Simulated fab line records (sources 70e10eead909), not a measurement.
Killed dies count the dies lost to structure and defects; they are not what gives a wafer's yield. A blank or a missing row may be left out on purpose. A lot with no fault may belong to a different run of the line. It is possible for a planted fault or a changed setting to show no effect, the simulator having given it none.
Struck lot and sound lot, side by side ; flow nandHarc ; 14 steps out of a route of 1159
Sound: wafers L260.3, L260.4, L260.5. Struck: wafer L273.2. (L273.4, L273.5 of the same lot were not struck and are left out.) The cause comes at the end.
Per side, at each step with rows, come the tool, then ch with its chambers, and then its first start. Under that, the readings that differ: sound wafers ; struck wafers ; difference of the means ; sigmas: that difference in standard deviations of wafers without a fault.
alike: words and numbers the same on both sides, and readings whose means are apart by under 2 such deviations; not compared: readings that were withheld, readings missing a value for some wafer, numbers with overlapping values and no deviation given by the record, and bounds like >300 which may hide the same value.
A row with sigmas, a row that says differs or no value, or rows on one side alone: a step with any of these is where the two part. When numbers do not overlap yet have no deviation, they are printed without sigmas and do not part them. A reading that every wafer of one side lacks parts them only if that side has two wafers or more.

first, 7 steps without rows for these wafers: NHARC_A_STAIRCASE_COAT_178; NHARC_A_STAIRCASE_SOFTBAKE_179 (time 170 s); NHARC_A_STAIRCASE_EBR_180; NHARC_A_STAIRCASE_EXPOSE_181 (exposes mask STAIR 2); NHARC_A_STAIRCASE_PEB_182 (peb time 130 s); NHARC_A_STAIRCASE_DEVELOP_183 (time 140 s); NHARC_A_STAIRCASE_HARDBAKE_185 (time 140 s).
NHARC_A_STAIRCASE_DESCUM_186: chemistry O2, time 3 s.
  sound on rieDiel-04 ch 0,2,3, day 11 10:13; struck on rieDiel-01 ch 2, day 14 21:26
  alike: drypumpMotorCurrentA, oesProductAu, rfVppV, showerheadPlenumPTorr, throttleValvePct
  not compared: rfHoursCounterH
NHARC_A_STAIRCASE_TRIM_187: chemistry O2, time 211.2 s.
  sound on rieDiel-04 ch 1,3, day 11 10:23; struck on rieDiel-01 ch 3, day 14 21:39
reading;sound;struck;difference;sigmas
oesProductAu (a.u.);1.014 1.007 1.010;0.991;-0.019;-2
rfVppV (V);58.5 58.0 57.9;56.0;-2.1;-2
  alike: drypumpMotorCurrentA, showerheadPlenumPTorr, throttleValvePct
  not compared: rfHoursCounterH
NHARC_A_STAIRCASE_ETCH_188: etches the open film in C4F8/O2, target depth 100 nm, time 40.5 s.
  sound on rieDiel-04 ch 0,1,2; struck on rieDiel-01 ch 2
  alike: oesProductAu, rfFwdPowerW, rfVppV, runLengthS
  not compared: rfHoursCounterH
NHARC_A_STAIRCASE_TRIM_189: chemistry O2, time 211.2 s.
  sound on rieDiel-04 ch 1,2,3; struck on rieDiel-01 ch 1
reading;sound;struck;difference;sigmas
oesProductAu (a.u.);1.022 1.013 1.007;0.988;-0.026;-3
showerheadPlenumPTorr (Torr);3.50 3.54 3.39;3.81;+0.33;+3
  alike: drypumpMotorCurrentA, rfVppV, throttleValvePct
  not compared: rfHoursCounterH
NHARC_A_STAIRCASE_ETCH_190: etches the open film in C4F8/O2, target depth 100 nm, time 40.5 s.
  sound on rieDiel-04 ch 0,1,2, day 11 10:55; struck on rieDiel-01 ch 0, day 14 22:02
reading;sound;struck;difference;sigmas
runLengthS (s);62.6 61.2 62.1;71.8;+9.8;+18
  alike: oesProductAu, rfFwdPowerW, rfVppV
  not compared: rfHoursCounterH
NHARC_A_STAIRCASE_TRIM_191: chemistry O2, time 211.2 s.
  sound on rieDiel-04 ch 0,2,3; struck on rieDiel-01 ch 3
  alike: drypumpMotorCurrentA, oesProductAu, rfVppV, showerheadPlenumPTorr, throttleValvePct
  not compared: rfHoursCounterH
-- jump in the record: it breaks off in module A_STAIRCASE and resumes in module END (first step shown: number 1159 of the route), and 9 days separate the struck wafers' starts before and after --
NHARC_END_SORT_01:
  here the record holds rows for the struck wafers (prober-02 ch 0, day 23 13:11) but none for the sound ones

== WHERE THEY PART ==
At NHARC_A_STAIRCASE_TRIM_187 first; at NHARC_END_SORT_01 last (within this record only).

WHY: whatever the simulator had introduced
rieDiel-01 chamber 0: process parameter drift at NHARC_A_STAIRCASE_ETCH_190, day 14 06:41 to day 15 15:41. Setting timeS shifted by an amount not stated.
